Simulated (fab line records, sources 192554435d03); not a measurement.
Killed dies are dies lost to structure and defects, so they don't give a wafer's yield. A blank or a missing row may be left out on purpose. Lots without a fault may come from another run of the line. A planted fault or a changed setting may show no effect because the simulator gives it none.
A struck lot beside a sound one | flow n5_finfet | 15 steps out of a route of 1938
Sound: wafers L675.3, L675.4, L675.6. Struck: wafers L676.2, L676.5. The cause comes at the end.
At each step with rows: each side's tool, then ch and its chambers, then its first start. Under that, the readings that differ: sound wafers | struck wafers | difference of the means | sigmas: that difference in standard deviations of wafers without a fault.
alike: readings whose means differ by less than 2 such deviations, and words and numbers that are the same on both sides. not compared: withheld readings, readings that some wafer has no value for, bounds like >300 that may hide the same value, and numbers for which the record gives no deviation and whose values overlap.
The two part at a step that has a row with sigmas, a row that says differs or no value, or rows on one side only. Numbers that don't overlap but have no deviation are shown without sigmas and don't part them. A reading that every wafer of one side lacks parts them only if that side has two wafers or more.

first, 1 step without rows for these wafers: N5_BEOL_M11_DEVELOP_27 (develop time 30 s).
N5_BEOL_M11_CD_MEAS_28: target cd 70 nm.
  sound on cd_sem-01 ch 0, day 10 20:44; struck on cd_sem-02 ch 0, day 11 09:40
  alike: cd_nm
N5_BEOL_M11_OVL_MEAS_29:
  sound on overlay-01 ch 0, day 10 20:46; struck on overlay-01 ch 0, day 11 09:41
  alike: V10_OVL
N5_BEOL_M11_INSPECT_30: inspects for defects (brightfield).
  sound on defect_inspect-01, day 10 20:47; struck on defect_inspect-01, day 11 09:43
  alike: raw_defect_count
N5_BEOL_M11_DESCUM_33: chemistry O2, time 7.9 s.
  sound on rie_diel-04 ch 1,3, day 10 20:58; struck on rie_diel-06 ch 3, day 11 10:08
  reading                         | sound          | struck    | difference | sigmas
  showerhead_plenum_p_Torr (Torr) | 2.14 2.19 2.19 | 2.04 2.04 | -0.13      | -2
  alike: drypump_motor_current_A, oes_product_au, rf_vpp_V, temp_c, throttle_valve_pct
  not compared: rf_hours_counter_h
then, 1 step without rows for these wafers: N5_BEOL_M11_ETCH_65 (etches SiARC in CF4, target depth 39 nm, time 65 s).
N5_BEOL_M11_ETCH_66: etches SOC in N2/H2, target depth 120 nm, overetch 24 nm, time 180 s.
  sound on rie_diel-04 ch 1,3, day 10 21:02; struck on rie_diel-06 ch 3, day 11 10:13
  reading      | sound             | struck      | difference | sigmas
  rf_vpp_V (V) | 523.9 527.3 527.3 | 522.8 520.4 | -4.6       | -3
  alike: drypump_motor_current_A, oes_product_au, run_length_s, showerhead_plenum_p_Torr, temp_c, throttle_valve_pct
  not compared: rf_hours_counter_h
then, 1 step without rows for these wafers: N5_BEOL_M11_STRIP_69 (strips in N2/H2).
N5_BEOL_M11_VIA_ETCH_34: etches SiCOH lowk in C4F6/O2, target depth 184.5 nm, time 69.2 s.
  sound on rie_diel-04 ch 1,3, day 10 21:10; struck on rie_diel-06 ch 3, day 11 10:20
  reading               | sound          | struck    | difference | sigmas
  oes_product_au (a.u.) | 0.80 0.73 0.73 | 0.90 0.90 | +0.15      | +2
  alike: drypump_motor_current_A, rf_vpp_V, run_length_s, showerhead_plenum_p_Torr, throttle_valve_pct
  not compared: rf_hours_counter_h
then, 1 step without rows for these wafers: N5_BEOL_M11_STRIP_73 (strips in C4F6/O2).
N5_BEOL_M11_STRIP_36: strips in N2/H2.
  sound on rie_diel-04 ch 1,3, day 10 21:14; struck on rie_diel-06 ch 3, day 11 10:25
  reading               | sound          | struck    | difference | sigmas
  oes_product_au (a.u.) | 0.82 0.74 0.73 | 0.90 0.91 | +0.14      | +2
  alike: drypump_motor_current_A, power_w, rf_vpp_V, showerhead_plenum_p_Torr, temp_c, throttle_valve_pct
  not compared: rf_hours_counter_h
then, 1 step without rows for these wafers: N5_BEOL_M11_TRENCH_ETCH_37 (etches SiCOH lowk in C4F6/O2, target depth 148.83 nm, time 48 s).
N5_BEOL_M11_ETCH_41: etches SiCN in CH3F/O2, target depth 42.6 nm, time 86 s.
  sound on rie_diel-04 ch 1,3, day 10 21:19; struck on rie_diel-06 ch 3, day 11 10:29
  reading                         | sound             | struck      | difference | sigmas
  run_length_s (s)                | 109.1 110.0 110.2 | 133.8 133.7 | +24.0      | +53
  showerhead_plenum_p_Torr (Torr) | 2.04 2.08 2.08    | 1.96 1.96   | -0.11      | -2
  model.etch.depth_nm (nm)        | 32.7 32.55 32.59  | 42.98 42.58 | +10.17     |
  alike: drypump_motor_current_A, oes_product_au, rf_vpp_V, throttle_valve_pct
  not compared: rf_hours_counter_h
N5_BEOL_M11_STRIP_77: strips in N2/H2, time 10 s.
  sound on rie_diel-04 ch 1,3; struck on rie_diel-06 ch 3
  reading               | sound          | struck    | difference | sigmas
  oes_product_au (a.u.) | 0.82 0.73 0.73 | 0.91 0.90 | +0.15      | +2
  rf_vpp_V (V)          | 59.6 59.5 60.3 | 57.9 57.7 | -2.0       | -2
  alike: drypump_motor_current_A, showerhead_plenum_p_Torr, temp_c, throttle_valve_pct
  not compared: rf_hours_counter_h
N5_PASSIVATION_PROBE_49:
  the record has rows for the struck wafers here (prober-01, day 13 03:21) and none for the sound ones

WHERE THEY PART
First at N5_BEOL_M11_DESCUM_33; last, within this record, at N5_PASSIVATION_PROBE_49.

WHY: what the simulator had put in
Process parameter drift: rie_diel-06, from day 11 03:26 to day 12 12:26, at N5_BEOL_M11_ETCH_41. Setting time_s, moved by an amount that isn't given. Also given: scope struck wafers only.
